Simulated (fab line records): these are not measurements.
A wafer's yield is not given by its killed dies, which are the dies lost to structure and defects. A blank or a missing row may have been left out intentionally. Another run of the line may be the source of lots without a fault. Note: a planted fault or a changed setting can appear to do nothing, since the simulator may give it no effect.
Which of the tools did it? ; flow n5_finfet ; Sampling: 11 lots, 33 wafers, 5 of 1938 route steps

== WHAT EACH GAUGE READ, for each wafer ==
The record holds no reading of a measuring or inspecting step that can be judged against a usual standard deviation.

== WHAT TOOL EACH LOT RAN ON (gives the tool, then ch and the chambers of the sampled wafers, and finally the start) ==
lot;N5_BEOL_M6_SURFACE_TREAT_79;N5_BEOL_M7_CURE_74;N5_BEOL_M7_EXPOSE_08;N5_BEOL_M7_DESCUM_16;N5_PASSIVATION_PROBE_49
L434;pvd_sputter-03, day 9 14:30;uv_cure-03 ch 0, day 9 15:55;arfi_scanner-01 ch 0, day 9 17:07;rie_diel-06 ch 0,1,3, day 9 17:19;prober-01, day 13 04:39
L433;pvd_sputter-03, day 9 15:56;uv_cure-02 ch 1, day 9 17:29;arfi_scanner-01 ch 0, day 9 19:04;rie_diel-05 ch 0,3, day 9 19:35;prober-01, day 13 00:05
L435;pvd_sputter-02, day 9 23:08;uv_cure-02 ch 2, day 10 01:50;arfi_scanner-01 ch 0, day 10 03:02;rie_diel-03 ch 0,1,3, day 10 03:22;prober-02, day 13 13:56
L436;pvd_sputter-03, day 10 16:52;uv_cure-03 ch 1, day 10 18:40;arfi_scanner-01 ch 0, day 10 20:29;rie_diel-06 ch 0,2,3, day 10 21:12;prober-02, day 14 06:55
L437;pvd_sputter-02, day 10 21:19;uv_cure-02 ch 2, day 10 22:56;arfi_scanner-02 ch 0, day 11 00:20;rie_diel-03 ch 0,3, day 11 00:36;prober-01, day 14 20:25
L440;pvd_sputter-03, day 11 04:22;uv_cure-02 ch 0, day 11 06:07;arfi_scanner-03 ch 0, day 11 08:03;rie_diel-06 ch 1,2,3, day 11 08:16;prober-01, day 14 20:46
L439;pvd_sputter-03, day 11 14:37;uv_cure-02 ch 0, day 11 17:13;arfi_scanner-01 ch 0, day 11 18:47;rie_diel-05 ch 0,1,3, day 11 19:00;prober-01, day 15 00:32
L445;pvd_sputter-03, day 12 22:11;uv_cure-02 ch 0, day 12 23:40;arfi_scanner-03 ch 0, day 13 02:43;rie_diel-06 ch 0,1,3, day 13 02:55;prober-02, day 16 00:54
L447;pvd_sputter-02, day 13 11:37;uv_cure-01 ch 0, day 13 13:02;arfi_scanner-02 ch 0, day 13 14:52;rie_diel-05 ch 0,1, day 13 15:05;prober-01, day 17 03:04
L450;pvd_sputter-03, day 13 15:25;uv_cure-01 ch 2, day 13 16:52;arfi_scanner-02 ch 0, day 13 18:22;rie_diel-06 ch 2,3, day 13 18:37;prober-01, day 17 14:16
L453;pvd_sputter-01, day 14 10:11;uv_cure-01 ch 0, day 14 12:52;arfi_scanner-03 ch 0, day 14 14:28;rie_diel-05 ch 0,1,3, day 14 14:41;prober-01, day 18 10:46
- N5_BEOL_M6_SURFACE_TREAT_79
- N5_BEOL_M7_CURE_74: cures SiCOH lowk, time 240 s.
- N5_BEOL_M7_EXPOSE_08: exposes mask M7.
- N5_BEOL_M7_DESCUM_16: chemistry O2, time 7.9 s.
- N5_PASSIVATION_PROBE_49

== WHAT THE TOOLS THEMSELVES READ (means of the sampled wafers that have a number; where no wafer has one, the mark that the record gives instead) ==
N5_BEOL_M7_CURE_74.
lot;tool;lamp_power_pct (%);wafer_temp_C_max
L434;uv_cure-03;52.28;386.9
L433;uv_cure-02;52.29;386.2
L435;uv_cure-02;52.34;385.8
L436;uv_cure-03;52.33;387.3
L437;uv_cure-02;52.30;385.9
L440;uv_cure-02;52.29;387.5
L439;uv_cure-02;52.31;387.7
L445;uv_cure-02;52.34;388.1
L447;uv_cure-01;52.27;386.1
L450;uv_cure-01;52.30;386.6
L453;uv_cure-01;52.38;386.4

N5_BEOL_M7_EXPOSE_08.
lot;tool;exposure_dose_mJ_cm2
L434;arfi_scanner-01;68.23
L433;arfi_scanner-01;68.27
L435;arfi_scanner-01;68.26
L436;arfi_scanner-01;70.03
L437;arfi_scanner-02;68.29
L440;arfi_scanner-03;68.20
L439;arfi_scanner-01;69.59
L445;arfi_scanner-03;68.30
L447;arfi_scanner-02;68.16
L450;arfi_scanner-02;68.19
L453;arfi_scanner-03;68.20

N5_BEOL_M7_DESCUM_16.
lot;tool;drypump_motor_current_A (A);oes_product_au (a.u.);rf_vpp_V (V);showerhead_plenum_p_Torr (Torr);throttle_valve_pct (%)
L434;rie_diel-06;5.7;0.75;243.4;2.08;20.33
L433;rie_diel-05;5.8;0.72;242.4;2.09;20.57
L435;rie_diel-03;5.3;0.80;242.8;2.11;20.28
L436;rie_diel-06;5.9;0.75;243.8;2.14;20.41
L437;rie_diel-03;5.4;0.76;243.4;2.12;20.36
L440;rie_diel-06;5.8;0.76;242.4;2.07;20.51
L439;rie_diel-05;6.1;0.77;242.5;2.07;20.46
L445;rie_diel-06;5.7;0.74;243.2;2.08;20.36
L447;rie_diel-05;6.2;0.80;242.2;2.05;20.41
L450;rie_diel-06;5.9;0.73;243.9;2.12;20.61
L453;rie_diel-05;6.1;0.76;242.6;2.07;20.48

N5_PASSIVATION_PROBE_49.
lot;tool;defect_limited_yield (%);killed_at_M0_to_M3;killed_at_M4_up;killed_at_contacts;killed_at_front_end;killed_at_other;killed_dies;killed_on_rim;killed_open;killed_short;sort_bin_5_function (%);sort_bin_6_memory (%);sort_bin_8_speed (%);sort_n_pass;sort_yield_pct (%)
L434;prober-01;91.5;28;15;10;46;1.3;100;14;66;32;5.1;3.1;0.00;1080;91.5
L433;prober-01;91.2;33;9;11;46;3.7;104;17;65;35;5.3;3.1;0.00;1076;91.2
L435;prober-02;91.1;24;19;15;42;5.7;105;16;70;30;5.4;3.1;0.00;1075;91.1
L436;prober-02;92.5;32;12;7;34;4.0;88;14;57;30;4.5;2.6;0.00;1092;92.5
L437;prober-01;91.5;26;20;7;46;1.7;100;14;61;37;4.9;3.2;0.03;1079;91.5
L440;prober-01;92.5;35;7;5;32;9.3;89;13;58;28;4.4;2.8;0.00;1091;92.5
L439;prober-01;89.9;34;16;9;57;3.0;119;20;80;36;5.8;3.7;0.00;1061;89.9
L445;prober-02;91.4;33;21;7;39;0.7;101;11;63;37;5.2;3.2;0.00;1079;91.4
L447;prober-01;90.5;33;22;12;42;3.7;112;14;67;45;5.3;3.8;0.00;1068;90.5
L450;prober-01;91.3;30;9;17;45;1.7;103;14;70;33;5.0;3.4;0.00;1077;91.3
L453;prober-01;93.1;26;10;10;32;3.0;82;9;53;26;4.0;2.5;0.00;1098;93.1

== THE ANSWER, worked out from the rows above alone ==
Rule: the lots themselves supply what counts as usual. The widest of any qualifying gaps counts: lots, ordered by their means at a reading, are off when they make up no more than a third of the lots, leave a main group of 4 or more, and stand apart from it by 3 or more times the standard deviation of that group's means. A main group is skipped when, at the precision printed for the reading in the tables above, its means are all equal. A lot without any number at a reading at which 4 lots or more have one is off too. Where the step has rows for the other lots, those lots are counted as sound. First the gauges in route order, then the tools' own readings, where a lot's mean is used as printed above. The first step at which some lot is off is used, and at that step the reading that is off furthest; a lot without a number counts as furthest.
Off, at N5_BEOL_M7_EXPOSE_08 on exposure_dose_mJ_cm2: L436, L439. Mean 68.23 and standard deviation 0.046 in the main group.
A tool fits if, at that step or a process step before it, it ran every lot that is off, and no sound lot after the first of them. One candidate fits, namely arfi_scanner-01 at N5_BEOL_M7_EXPOSE_08. Its last sound lot is L435 (day 10 03:02), its first lot that is off L436 (day 10 20:29): a fault that began between those two fits.
On the lots that are off, the tool's own readings at N5_BEOL_M7_EXPOSE_08 differ by more than 5 times the standard deviation of the sound lots' means, which bears it out; exposure_dose_mJ_cm2 reads 69.81 there versus 68.23 on the sound lots.

== WHAT THE SIMULATOR HAD INSERTED ==
Process parameters drifting: arfi_scanner-01 at N5_BEOL_M7_EXPOSE_08, beginning at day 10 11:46. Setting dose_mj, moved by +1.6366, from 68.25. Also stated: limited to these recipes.
Lots struck among those shown: L436, L439. This agrees with what the rule above found.
